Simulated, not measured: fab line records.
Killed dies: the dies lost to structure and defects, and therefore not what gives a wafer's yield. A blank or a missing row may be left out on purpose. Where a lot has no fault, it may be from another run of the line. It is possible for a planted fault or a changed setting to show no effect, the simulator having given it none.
Code-filled problem report in 8D (eight disciplines) form + flow nandHarc + the parts of the form that need people (team, actions taken, sign-off) are left out

## 1. THE ISSUE
rawDefectCount at NHARC_A_CHANNEL_HOLE_D1_INSPECT_40 reads a mean of 1365 on 6 wafers of 2 lots; wafers without a fault read 63 with a standard deviation of 15. Measured from the usual mean, that is +87 standard deviations.
Seen first at day 12 09:44 on defectInspect-02, wafer L465.1. At this step, 33 wafers from 11 lots have a number in the record. By rule, "out" or "out of limits" means more than 4 standard deviations away from the usual mean. The other wafers with a number count as sound.

## 2. WHAT IT IS AND WHAT IT IS NOT
| question                    | is                     | is not                                                              |
|-----------------------------|------------------------|---------------------------------------------------------------------|
| which readings at this step | rawDefectCount         | -                                                                   |
| which lots                  | L465, L466             | L451, L452, L454, L456, L457, L459, L460, L462, L473                |
| which wafers of those lots  | all that have a number | -                                                                   |
| read on which gauges        | defectInspect-02       | defectInspect-01                                                    |
| when                        | from day 12 09:44      | up to then (24 sound wafers); but 3 sound wafers of L473 came after |

## 3. WHAT RULES OUT EACH SUSPECT
Counting: a tool at any process step up to the reading remains a suspect when it ran all the lots that are out and ran no sound lot after the first of those.
- the gauge at NHARC_A_CHANNEL_HOLE_D1_INSPECT_40 has been ruled out. All the wafers that are out were read on defectInspect-02, but those of them that NHARC_END_SORT_01 has rows for are out there too, on other tools.
- harEtch-01 at NHARC_A_CHANNEL_HOLE_D1_ETCH_20 (etches the open film in C4F8/O2/Ar, time 361.9 s, target depth 1600 nm): kept. It ran every lot that is out, first L465 (day 12 04:08), and no sound lot after that; its last sound lot up to then is L462 (day 11 10:21).
- harEtch-01 at NHARC_A_CHANNEL_HOLE_D1_ETCH_23 (etches the open film in C4F8/O2/Ar, time 819 s, target depth 1600 nm): kept. It ran every lot that is out, first L465 (day 12 05:31), and no sound lot after that; its last sound lot up to then is L462 (day 11 11:44).
- harEtch-01 at NHARC_A_CHANNEL_HOLE_D1_ETCH_25 (etches the open film in C4F8/O2/Ar, time 1040.2 s, target depth 1500 nm): kept. It ran every lot that is out, first L465 (day 12 07:01), and no sound lot after that; its last sound lot up to then is L462 (day 11 13:14).
harEtch-01 at NHARC_A_CHANNEL_HOLE_D1_ETCH_20, harEtch-01 at NHARC_A_CHANNEL_HOLE_D1_ETCH_23 and harEtch-01 at NHARC_A_CHANNEL_HOLE_D1_ETCH_25 are what is left after counting.

## 4. THE CAUSE (what the simulator had put in)
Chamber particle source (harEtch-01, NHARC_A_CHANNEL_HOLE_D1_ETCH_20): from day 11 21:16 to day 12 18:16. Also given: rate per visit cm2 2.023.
After counting, 3 suspects remain, this tool included.

## 5. THE CHAIN OF EFFECTS, in route order
Rows list readings where the struck wafers' mean (over those with a number) sits beyond 3 standard deviations from the usual. Readings are gone through only where the record gives a usual standard deviation; hours: the median, over the lots, of the time from a lot's start at the first step in this table giving one to that lot's start at this step; sigmas: the change measured in usual standard deviations.
| hours | step                               | reading        | usual | on struck wafers | change | sigmas |
|-------|------------------------------------|----------------|-------|------------------|--------|--------|
| 0     | NHARC_A_CHANNEL_HOLE_D1_INSPECT_40 | rawDefectCount | 63    | 1365             | +1302  | +87    |
| 261   | NHARC_END_SORT_01                  | killedAtArray  | 29    | 106              | +76    | +7.7   |
| 261   | NHARC_END_SORT_01                  | killedDies     | 33    | 109              | +76    | +6.9   |

## 6. HOW IT WOULD HAVE BEEN CAUGHT EARLIER
12 hours passed between the start of the fault at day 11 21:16 and the first reading out of limits at a measuring or inspecting step in this record, taken at day 12 09:44.
Of the tool readings at NHARC_A_CHANNEL_HOLE_D1_ETCH_20 for which the record gives a usual standard deviation, none was out on any struck wafer, so an alarm limit of 4 standard deviations on them would not have fired.
L466, from the lots that are out (2), started NHARC_A_CHANNEL_HOLE_D1_ETCH_20 on harEtch-01 later than day 12 09:44. A hold on the tool at that time would have spared it.
